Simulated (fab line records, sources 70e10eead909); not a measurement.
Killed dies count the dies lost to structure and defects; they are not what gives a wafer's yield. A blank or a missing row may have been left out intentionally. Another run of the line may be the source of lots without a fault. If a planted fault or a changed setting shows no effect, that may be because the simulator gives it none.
fab line records	flow nandHarc	part 1 of 2: steps 1 to 23 of 35
record lots=5	wafers=15	lastDay=30
route steps=1302 shown A_M0@1164 A_M1@1169
lots untouched by any fault: they come from a run of this same line in which no faults occurred
startH: the number of hours between the record's first day and the start of the first shown wafer of the lot	waitH: time in hours since the lot's previous step	" same as the row above	L1.1+2: a row that stands for several wafers	- value missing, or start not given	* or withheld: withheld	< > ~ a bound
route shown NAME@n: NAME is a module with steps in the file, n the number in the route of the first one	usual: mean and standard deviation over wafers with no fault	same: alike in all rows	chamber/n: place in a boat	sites: readings site by site	_std_site: the standard deviation of these	_edge_site: inner sites' mean taken away from outer sites' mean	radiusMm: for every site, how far away it sits from the centre of the wafer	mask NAME#n: copy n	behind: the most recent tool/chamber to have shaped the wafer	hold: why the lot was held/for how many hours/how that ended	device: whichever transistor did not switch (one of n, p or np)	end of line: at the end of the route, the tests of the same wafers	where a step has no rows: the recipe by itself	killed: at the first sort, the dies lost to defects and structure; wafer yield is something else	map: shows each die of a wafer: x if killed, . if not, _ if none is there
set.NAME: setting as actually run; set.NAME@STEP: the setting as run at that earlier step	model.NAME: the simulator's own value behind a step, which no gauge read
certain route steps with their lots: each step a table, each wafer a row
services: a tool's chamber out of use, with start hour (startH, from the record's first day; less than 0 if before it), hours out, and reason
## steps
# step NHARC_A_M0_SRD_25
lot.wafer	tool	chamber	startH	waitH
L075.3+5+4	wetBench-08	3,4,6	544.85	0.0
L080.4+3+1	wetBench-10	5,7,1	584.05	0.0
L081.4+2+3	wetBench-10	6,0,2	593.21	0.0
L082.5+2+3	wetBench-08	7,0,1	596.73	0.0
L091.5+6+1	wetBench-10	6,7,1	682.04	0.0
# step NHARC_A_M0_INSPECT_27
# usual rawDefectCount=563/130
lot.wafer	tool	chamber	startH	waitH	rawDefectCount
L075.3	defectInspect-01	-	544.96	0.0	477
L075.4	"	-	"	"	558
L075.5	"	-	"	"	550
L080.1	defectInspect-02	-	584.16	0.0	483
L080.3	"	-	"	"	444
L080.4	"	-	"	"	393
L081.2	defectInspect-01	-	593.32	0.0	654
L081.3	"	-	"	"	623
L081.4	"	-	"	"	645
L082.2	defectInspect-02	-	596.84	0.0	817
L082.3	"	-	"	"	739
L082.5	"	-	"	"	618
L091.1	defectInspect-01	-	682.15	0.0	836
L091.5	"	-	"	"	601
L091.6	"	-	"	"	460
# step NHARC_A_M0_PRE_CLEAN_31
# recipe timeS=12	tempC=370	rfPowerW=300	gas=NH3
# usual heaterPowerW=590/63
lot.wafer	tool	chamber	startH	waitH	heaterPowerW
L075.3	pecvd-02	1	545.05	0.1	557
L075.5	"	0	"	"	680
L075.4	"	1	"	"	558
L080.3	pecvd-03	0	584.24	0.1	518
L080.1	"	1	"	"	602
L080.4	"	0	"	"	506
L081.3	pecvd-04	1	593.39	0.1	558
L081.2	"	0	"	"	532
L081.4	"	1	"	"	555
L082.3	pecvd-03	2	596.91	0.1	593
L082.2	"	0	"	"	531
L082.5	"	2	"	"	585
L091.1	pecvd-02	0	682.33	0.2	648
L091.6	"	1	"	"	529
L091.5	"	0	"	"	660
# step NHARC_A_M0_DEP_32
# recipe targetThkA=300	tempC=370	targetThkNm=30	pressureTorr=3	flowSccm=200	rfW=450	material=SiCN
# usual heaterPowerW=524/62
lot.wafer	tool	chamber	startH	waitH	heaterPowerW
L075.3	pecvd-02	1	545.19	0.1	562
L075.5	"	0	"	"	650
L075.4	"	1	"	"	567
L080.3	pecvd-03	0	584.35	0.1	466
L080.1	"	1	"	"	578
L080.4	"	0	"	"	464
L081.3	pecvd-04	1	593.47	0.1	498
L081.2	"	0	"	"	481
L081.4	"	1	"	"	505
L082.3	pecvd-03	2	596.99	0.1	492
L082.2	"	0	"	"	448
L082.5	"	2	"	"	514
L091.1	pecvd-02	0	682.47	0.1	660
L091.6	"	1	"	"	542
L091.5	"	0	"	"	665
# step NHARC_A_M1_DEP_00
# recipe targetThkA=1825	targetThkNm=182.5	tempC=withheld	pressureTorr=5	flowSccm=200	rfW=600	material=SiOC
lot.wafer	tool	chamber	startH	waitH
L075.3+4+5	pecvd-02	2,1,1	-	-
L080.3+1+4	pecvd-02	1,0,2	584.72	-
L081.2+3+4	pecvd-03	0,2,1	593.88	-
L082.3+2+5	pecvd-03	0,2,1	-	-
L091.1+6+5	pecvd-03	0,1,2	682.96	-
# step NHARC_A_M1_DEHYDRATE_01
# recipe tempC=150	timeS=120
# usual chillPlateTempC=23.02/0.11
lot.wafer	tool	chamber	startH	waitH	chillPlateTempC
L075.3	lithoTrack-04	0	546.04	-	22.96
L075.4	"	0	"	"	22.88
L075.5	"	0	"	"	22.90
L080.1	lithoTrack-01	0	585.14	-	23.11
L080.3	"	0	"	"	23.02
L080.4	"	0	"	"	23.17
L081.2	lithoTrack-01	0	594.28	-	22.96
L081.3	"	0	"	"	22.92
L081.4	"	0	"	"	23.00
L082.2	lithoTrack-06	0	597.78	-	23.07
L082.3	"	0	"	"	22.99
L082.5	"	0	"	"	23.02
L091.1	lithoTrack-06	0	683.28	-	22.89
L091.5	"	0	"	"	22.90
L091.6	"	0	"	"	22.87
# step NHARC_A_M1_HMDS_02
# recipe timeS=30
# usual chillPlateTempC=22.99/0.12
lot.wafer	tool	chamber	startH	waitH	chillPlateTempC
L075.3	lithoTrack-04	0	-	-	23.13
L075.4	"	0	"	"	23.06
L075.5	"	0	"	"	23.08
L080.1	lithoTrack-01	0	-	-	22.95
L080.3	"	0	"	"	22.79
L080.4	"	0	"	"	22.79
L081.2	lithoTrack-01	0	-	-	23.21
L081.3	"	0	"	"	23.11
L081.4	"	0	"	"	23.10
L082.2	lithoTrack-06	0	-	-	22.94
L082.3	"	0	"	"	22.96
L082.5	"	0	"	"	23.10
L091.1	lithoTrack-06	0	-	-	22.89
L091.5	"	0	"	"	22.88
L091.6	"	0	"	"	22.93
# step NHARC_A_M1_COAT_34
# recipe tempC=200	timeS=65
# usual chillPlateTempC=23.00/0.1
lot.wafer	tool	chamber	startH	waitH	chillPlateTempC
L075.3	lithoTrack-04	0	-	-	23.07
L075.4	"	0	"	"	23.14
L075.5	"	0	"	"	22.92
L080.1	lithoTrack-01	0	-	-	22.88
L080.3	"	0	"	"	23.03
L080.4	"	0	"	"	22.92
L081.2	lithoTrack-01	0	-	-	22.97
L081.3	"	0	"	"	22.98
L081.4	"	0	"	"	22.98
L082.2	lithoTrack-06	0	-	-	23.15
L082.3	"	0	"	"	23.11
L082.5	"	0	"	"	23.11
L091.1	lithoTrack-06	0	-	-	23.03
L091.5	"	0	"	"	22.98
L091.6	"	0	"	"	23.06
# step NHARC_A_M1_COAT_03
# recipe spinRpm=1500	resistThkNm=90
# usual chillPlateTempC=22.99/0.094
lot.wafer	tool	chamber	startH	waitH	chillPlateTempC
L075.3	lithoTrack-04	0	-	-	22.95
L075.4	"	0	"	"	23.02
L075.5	"	0	"	"	22.86
L080.1	lithoTrack-01	0	-	-	22.98
L080.3	"	0	"	"	22.96
L080.4	"	0	"	"	23.10
L081.2	lithoTrack-01	0	-	-	23.03
L081.3	"	0	"	"	23.11
L081.4	"	0	"	"	22.88
L082.2	lithoTrack-06	0	-	-	23.03
L082.3	"	0	"	"	23.01
L082.5	"	0	"	"	22.86
L091.1	lithoTrack-06	0	-	-	23.12
L091.5	"	0	"	"	23.01
L091.6	"	0	"	"	23.08
# step NHARC_A_M1_SOFTBAKE_04
# recipe tempC=105	timeS=55
# usual chillPlateTempC=23.01/0.1
lot.wafer	tool	chamber	startH	waitH	chillPlateTempC
L075.3	lithoTrack-04	0	-	-	22.75
L075.4	"	0	"	"	22.89
L075.5	"	0	"	"	22.74
L080.1	lithoTrack-01	0	-	-	22.99
L080.3	"	0	"	"	22.81
L080.4	"	0	"	"	23.08
L081.2	lithoTrack-01	0	-	-	22.93
L081.3	"	0	"	"	23.04
L081.4	"	0	"	"	22.93
L082.2	lithoTrack-06	0	-	-	22.87
L082.3	"	0	"	"	22.99
L082.5	"	0	"	"	22.91
L091.1	lithoTrack-06	0	-	-	22.98
L091.5	"	0	"	"	23.02
L091.6	"	0	"	"	23.09
# step NHARC_A_M1_EBR_05
# usual chillPlateTempC=23.01/0.095
lot.wafer	tool	chamber	startH	waitH	chillPlateTempC
L075.3	lithoTrack-04	0	-	-	22.87
L075.4	"	0	"	"	23.14
L075.5	"	0	"	"	22.94
L080.1	lithoTrack-01	0	-	-	23.11
L080.3	"	0	"	"	22.98
L080.4	"	0	"	"	23.00
L081.2	lithoTrack-01	0	-	-	22.90
L081.3	"	0	"	"	23.19
L081.4	"	0	"	"	23.09
L082.2	lithoTrack-06	0	-	-	22.86
L082.3	"	0	"	"	22.64
L082.5	"	0	"	"	22.76
L091.1	lithoTrack-06	0	-	-	22.86
L091.5	"	0	"	"	23.02
L091.6	"	0	"	"	22.95
# step NHARC_A_M1_EXPOSE_06
# recipe na=1.35	targetCdNm=120	doseMj=75.13	maskId=A_M1
# usual stageVelMmS=499.93/0.26
lot.wafer	tool	chamber	startH	waitH	mask	stageVelMmS
L075.3	arfiScanner-02	0	546.34	-	A_M1#0	500.17
L075.4	"	0	"	"	A_M1#0	500.17
L075.5	"	0	"	"	A_M1#0	499.77
L080.1	arfiScanner-02	0	585.43	-	A_M1#0	500.51
L080.3	"	0	"	"	A_M1#0	500.10
L080.4	"	0	"	"	A_M1#0	500.09
L081.2	arfiScanner-03	0	594.58	-	A_M1#0	499.99
L081.3	"	0	"	"	A_M1#0	499.82
L081.4	"	0	"	"	A_M1#0	500.01
L082.2	arfiScanner-03	0	597.95	-	A_M1#0	499.77
L082.3	"	0	"	"	A_M1#0	500.19
L082.5	"	0	"	"	A_M1#0	500.24
L091.1	arfiScanner-02	0	683.56	-	A_M1#0	499.56
L091.5	"	0	"	"	A_M1#0	500.00
L091.6	"	0	"	"	A_M1#0	500.01
# step NHARC_A_M1_PEB_07
# recipe pebTempC=100	pebTimeS=65
# usual chillPlateTempC=23.03/0.12
lot.wafer	tool	chamber	startH	waitH	chillPlateTempC
L075.3	lithoTrack-04	0	546.39	0.0	23.09
L075.4	"	0	"	"	23.04
L075.5	"	0	"	"	23.01
L080.1	lithoTrack-06	0	585.49	0.1	23.28
L080.3	"	0	"	"	23.00
L080.4	"	0	"	"	23.17
L081.2	lithoTrack-06	0	594.63	0.1	22.92
L081.3	"	0	"	"	23.09
L081.4	"	0	"	"	23.19
L082.2	lithoTrack-01	0	598.01	0.1	23.06
L082.3	"	0	"	"	23.20
L082.5	"	0	"	"	23.04
L091.1	lithoTrack-04	0	683.63	0.1	23.07
L091.5	"	0	"	"	22.98
L091.6	"	0	"	"	23.05
# step NHARC_A_M1_DEVELOP_08
# recipe developTimeS=35	devTempC=23
# usual chillPlateTempC=23.02/0.11
lot.wafer	tool	chamber	startH	waitH	chillPlateTempC
L075.3	lithoTrack-04	0	-	-	22.83
L075.4	"	0	"	"	22.89
L075.5	"	0	"	"	22.99
L080.1	lithoTrack-06	0	-	-	22.98
L080.3	"	0	"	"	23.05
L080.4	"	0	"	"	23.07
L081.2	lithoTrack-06	0	-	-	23.10
L081.3	"	0	"	"	23.02
L081.4	"	0	"	"	22.92
L082.2	lithoTrack-01	0	-	-	23.06
L082.3	"	0	"	"	22.99
L082.5	"	0	"	"	23.03
L091.1	lithoTrack-04	0	-	-	23.03
L091.5	"	0	"	"	22.84
L091.6	"	0	"	"	22.96
# step NHARC_A_M1_CD_MEAS_09
# recipe targetCdNm=120	landingEnergyEv=500
# usual cdNm=120.2/0.58
lot.wafer	tool	chamber	startH	waitH	cdNm
L075.3	cdSem-02	0	546.48	-	119.4
L075.4	"	0	"	"	119.0
L075.5	"	0	"	"	119.3
L080.1	cdSem-01	0	585.57	-	121.1
L080.3	"	0	"	"	119.7
L080.4	"	0	"	"	119.9
L081.2	cdSem-01	0	594.71	-	120.2
L081.3	"	0	"	"	120.0
L081.4	"	0	"	"	120.4
L082.2	cdSem-01	0	598.09	-	119.7
L082.3	"	0	"	"	119.5
L082.5	"	0	"	"	120.0
L091.1	cdSem-03	0	683.71	-	121.4
L091.5	"	0	"	"	120.7
L091.6	"	0	"	"	119.5
# step NHARC_A_M1_OVL_MEAS_10
# recipe pitchNm=240
# usual overlayXNm=0.2/1	overlayYNm=0.0/0.99
lot.wafer	tool	chamber	startH	waitH	overlayXNm	overlayYNm
L075.3	overlay-01	-	546.56	-	-2.3	-0.3
L075.4	"	-	"	"	-2.9	0.1
L075.5	"	-	"	"	-2.8	-1.0
L080.1	overlay-01	-	585.66	-	0.3	-0.5
L080.3	"	-	"	"	0.1	-0.4
L080.4	"	-	"	"	-0.1	-0.7
L081.2	overlay-02	-	594.80	-	0.4	-1.3
L081.3	"	-	"	"	0.3	-1.3
L081.4	"	-	"	"	0.1	-1.8
L082.2	overlay-01	-	598.18	-	0.7	0.8
L082.3	"	-	"	"	0.7	0.4
L082.5	"	-	"	"	0.9	0.7
L091.1	overlay-02	-	683.79	-	0.1	0.4
L091.5	"	-	"	"	0.0	0.1
L091.6	"	-	"	"	-0.1	0.3
# step NHARC_A_M1_INSPECT_11
# usual rawDefectCount=80/35
lot.wafer	tool	chamber	startH	waitH	rawDefectCount
L075.3	defectInspect-01	-	546.60	0.0	107
L075.4	"	-	"	"	100
L075.5	"	-	"	"	78
L080.1	defectInspect-02	-	585.70	0.0	111
L080.3	"	-	"	"	121
L080.4	"	-	"	"	103
L081.2	defectInspect-01	-	594.84	0.0	132
L081.3	"	-	"	"	105
L081.4	"	-	"	"	101
L082.2	defectInspect-02	-	598.22	0.0	66
L082.3	"	-	"	"	77
L082.5	"	-	"	"	98
L091.1	defectInspect-02	-	683.83	0.0	112
L091.5	"	-	"	"	100
L091.6	"	-	"	"	144
# step NHARC_A_M1_DESCUM_14
# recipe timeS=3	o2FlowSccm=200	arFlowSccm=0	biasPowerW=0	chemistry=O2
# usual drypumpMotorCurrentA=5.7/0.37	oesProductAu=1.001/0.011	rfVppV=57.9/0.96	showerheadPlenumPTorr=1.95/0.082	throttleValvePct=11.310/0.011
lot.wafer	tool	chamber	startH	waitH	drypumpMotorCurrentA	oesProductAu	rfHoursCounterH	rfVppV	showerheadPlenumPTorr	throttleValvePct
L075.4	rieDiel-01	3	546.66	0.1	5.1	0.993	8.6	57.6	1.78	11.308
L075.3	"	0	"	"	5.9	0.991	6.6	57.5	1.91	11.297
L075.5	"	3	"	"	5.1	0.986	-	57.1	1.78	11.307
L080.3	rieDiel-12	2	585.76	0.1	6.6	1.003	4.1	57.4	2.04	11.325
L080.4	"	3	"	"	5.8	0.984	4.2	57.5	1.94	11.305
L080.1	"	0	"	"	5.6	1.002	4.1	57.5	2.06	11.297
L081.4	rieDiel-01	0	594.90	0.1	5.9	1.009	1.1	58.4	1.91	11.283
L081.3	"	1	"	"	5.5	0.990	1.1	56.9	1.87	11.320
L081.2	"	3	"	"	5.1	1.012	1.4	57.9	1.78	11.301
L082.3	rieDiel-01	2	598.28	0.1	5.9	0.973	1.5	58.9	2.04	11.317
L082.2	"	0	"	"	5.9	1.007	1.2	58.6	1.91	11.305
L082.5	"	2	"	"	5.9	0.983	-	57.5	2.04	11.297
L091.1	rieDiel-01	3	683.91	0.1	5.1	1.015	4.9	56.9	1.78	11.300
L091.5	"	1	"	"	5.5	0.996	-	58.7	1.87	11.314
L091.6	"	2	"	"	5.9	0.996	-	59.3	2.04	11.306
# step NHARC_A_M1_ETCH_35
# recipe targetDepthA=400	overetchA=120	timeS=43.94	ionEnergyEv=200	n2FlowSccm=150	h2FlowSccm=150	arFlowSccm=0	rfW=400	biasW=150	chemistry=N2/H2
# usual drypumpMotorCurrentA=5.7/0.4	oesProductAu=1.001/0.011	rfVppV=431.5/2.6	showerheadPlenumPTorr=2.07/0.091	throttleValvePct=14.172/0.01
lot.wafer	tool	chamber	startH	waitH	drypumpMotorCurrentA	oesProductAu	rfHoursCounterH	rfVppV	showerheadPlenumPTorr	throttleValvePct
L075.3	rieDiel-01	3	546.74	0.1	5.1	1.005	8.6	425.5	1.90	14.185
L075.4	"	1	"	"	5.5	0.987	7.1	430.7	2.00	14.173
L075.5	"	3	"	"	5.1	0.996	-	426.7	1.90	14.170
L080.1	rieDiel-12	1	585.84	0.1	5.6	1.005	3.1	431.2	2.08	14.183
L080.4	"	2	"	"	6.7	1.002	4.1	433.4	2.18	14.188
L080.3	"	3	"	"	5.8	0.990	4.2	431.0	2.07	14.177
L081.3	rieDiel-01	1	595.00	0.1	5.5	0.987	1.1	429.8	1.99	14.183
L081.2	"	2	"	"	5.9	0.977	1.4	434.8	2.18	14.184
L081.4	"	3	"	"	5.1	1.010	1.4	426.5	1.90	14.176
L082.3	rieDiel-01	0	598.36	0.1	5.9	1.013	1.2	429.9	2.04	14.185
L082.2	"	2	"	"	5.9	0.982	1.5	433.5	2.18	14.179
L082.5	"	1	"	"	5.5	1.008	-	428.5	2.00	14.189
L091.1	rieDiel-01	3	683.98	0.1	5.1	1.015	4.9	426.1	1.89	14.174
L091.6	"	2	"	"	5.9	0.996	-	434.7	2.18	14.156
L091.5	"	3	"	"	5.1	1.008	-	426.0	1.89	14.191
# step NHARC_A_M1_ETCH_15
# recipe targetDepthA=1825	timeS=91.2	c4f8FlowSccm=withheld	arFlowSccm=400	rfW=600	biasW=300	chemistry=C4F8/Ar
# usual oesProductAu=0.962/0.018	rfVppV=441.7/2.6
lot.wafer	tool	chamber	startH	waitH	oesProductAu	rfHoursCounterH	rfVppV
L075.3	rieDiel-01	0	-	-	0.943	6.7	440.1
L075.4	"	2	"	"	0.964	7.9	443.9
L075.5	"	3	"	"	0.970	-	436.1
L080.1	rieDiel-12	0	-	-	0.971	4.1	443.9
L080.4	"	1	"	"	0.971	3.2	442.0
L080.3	"	2	"	"	0.953	4.1	444.1
L081.3	rieDiel-01	3	-	-	0.972	1.5	437.3
L081.4	"	1	"	"	0.965	1.1	439.2
L081.2	"	2	"	"	0.956	1.4	444.6
L082.3	rieDiel-01	0	-	-	0.985	1.2	441.8
L082.2	"	2	"	"	0.949	1.5	446.1
L082.5	"	0	"	"	0.981	-	441.5
L091.1	rieDiel-01	2	-	-	0.950	5.8	445.4
L091.5	"	0	"	"	0.974	-	441.3
L091.6	"	1	"	"	0.961	-	439.1
# step NHARC_A_M1_CD_MEAS_16
# usual cdNm=120.1/0.74
lot.wafer	tool	chamber	startH	waitH	cdNm
L075.3	cdSem-03	-	546.97	-	119.0
L075.4	"	-	"	"	119.5
L075.5	"	-	"	"	120.1
L080.1	cdSem-02	-	586.06	-	119.7
L080.3	"	-	"	"	119.5
L080.4	"	-	"	"	119.9
L081.2	cdSem-02	-	595.21	-	120.9
L081.3	"	-	"	"	119.8
L081.4	"	-	"	"	120.2
L082.2	cdSem-02	-	598.60	-	118.7
L082.3	"	-	"	"	119.2
L082.5	"	-	"	"	120.1
L091.1	cdSem-03	-	684.19	-	121.3
L091.5	"	-	"	"	120.7
L091.6	"	-	"	"	119.4
# step NHARC_A_M1_STRIP_18
# recipe powerW=1000	n2FlowSccm=150	h2FlowSccm=150	arFlowSccm=0	biasW=0	chemistry=N2/H2
# usual drypumpMotorCurrentA=5.7/0.37	oesProductAu=1.002/0.01	rfVppV=90.8/0.99	showerheadPlenumPTorr=2.08/0.092	throttleValvePct=14.170/0.0088
lot.wafer	tool	chamber	startH	waitH	drypumpMotorCurrentA	oesProductAu	rfHoursCounterH	rfVppV	showerheadPlenumPTorr	throttleValvePct
L075.3	rieDiel-10	2	547.07	0.1	5.5	1.016	9.2	90.5	2.18	14.154
L075.5	"	1	"	"	6.0	1.016	-	91.3	2.02	14.168
L075.4	"	3	"	"	5.8	1.016	-	90.9	2.10	14.169
L080.1	rieDiel-01	3	586.14	0.1	5.1	1.010	0.9	88.6	1.90	14.169
L080.4	"	0	"	"	5.9	1.013	0.6	89.2	2.04	14.161
L080.3	"	2	"	"	5.9	0.996	1.1	92.0	2.18	14.170
L081.2	rieDiel-12	0	595.31	0.1	5.6	0.998	4.3	92.1	2.20	14.182
L081.3	"	1	"	"	5.6	0.995	3.3	89.5	2.08	14.172
L081.4	"	2	"	"	6.7	1.008	4.3	91.8	2.18	14.187
L082.2	rieDiel-12	1	598.68	0.1	5.6	1.013	3.4	90.8	2.08	14.158
L082.3	"	0	"	"	5.6	1.003	4.4	91.3	2.20	14.171
L082.5	"	2	"	"	6.7	1.009	-	90.1	2.18	14.169
L091.1	rieDiel-01	3	684.35	0.2	5.1	1.015	4.9	87.9	1.89	14.166
L091.6	"	0	"	"	5.9	0.996	-	90.4	2.04	14.176
L091.5	"	1	"	"	5.5	0.994	-	91.8	1.99	14.174
# step NHARC_A_M1_ETCH_28
# recipe targetDepthA=300	overEtchFrac=0.3	timeS=72.99	ionEnergyEv=150	cf4FlowSccm=50	n2FlowSccm=100	arFlowSccm=150	rfW=300	biasW=100	chemistry=CF4/N2
# usual drypumpMotorCurrentA=5.8/0.39	oesProductAu=1.003/0.01	rfVppV=315.0/1.9	showerheadPlenumPTorr=2.67/0.11	throttleValvePct=19.794/0.0089
lot.wafer	tool	chamber	startH	waitH	drypumpMotorCurrentA	oesProductAu	rfHoursCounterH	rfVppV	showerheadPlenumPTorr	throttleValvePct
L075.3	rieDiel-10	1	-	-	6.0	1.003	8.6	315.0	2.60	19.785
L075.4	"	2	"	"	5.5	1.010	-	317.7	2.79	19.784
L075.5	"	1	"	"	6.0	1.006	-	314.3	2.60	19.793
L080.1	rieDiel-01	0	-	-	5.9	1.010	0.7	314.9	2.63	19.788
L080.4	"	1	"	"	5.5	1.002	0.8	316.1	2.57	19.797
L080.3	"	3	"	"	5.1	1.015	1.0	311.7	2.45	19.794
L081.4	rieDiel-12	2	-	-	6.7	1.012	4.3	318.1	2.79	19.799
L081.3	"	3	"	"	5.8	0.991	4.4	314.9	2.67	19.776
L081.2	"	0	"	"	5.6	1.002	4.4	317.6	2.82	19.785
L082.3	rieDiel-12	2	-	-	6.7	1.004	4.4	318.9	2.79	19.786
L082.2	"	3	"	"	5.8	0.985	4.5	314.1	2.67	19.802
L082.5	"	1	"	"	5.6	1.002	-	315.2	2.67	19.804
L091.1	rieDiel-01	1	-	-	5.5	0.990	5.7	313.3	2.57	19.786
L091.5	"	1	"	"	5.5	0.999	-	312.8	2.57	19.784
L091.6	"	2	"	"	5.9	0.991	-	315.3	2.79	19.790
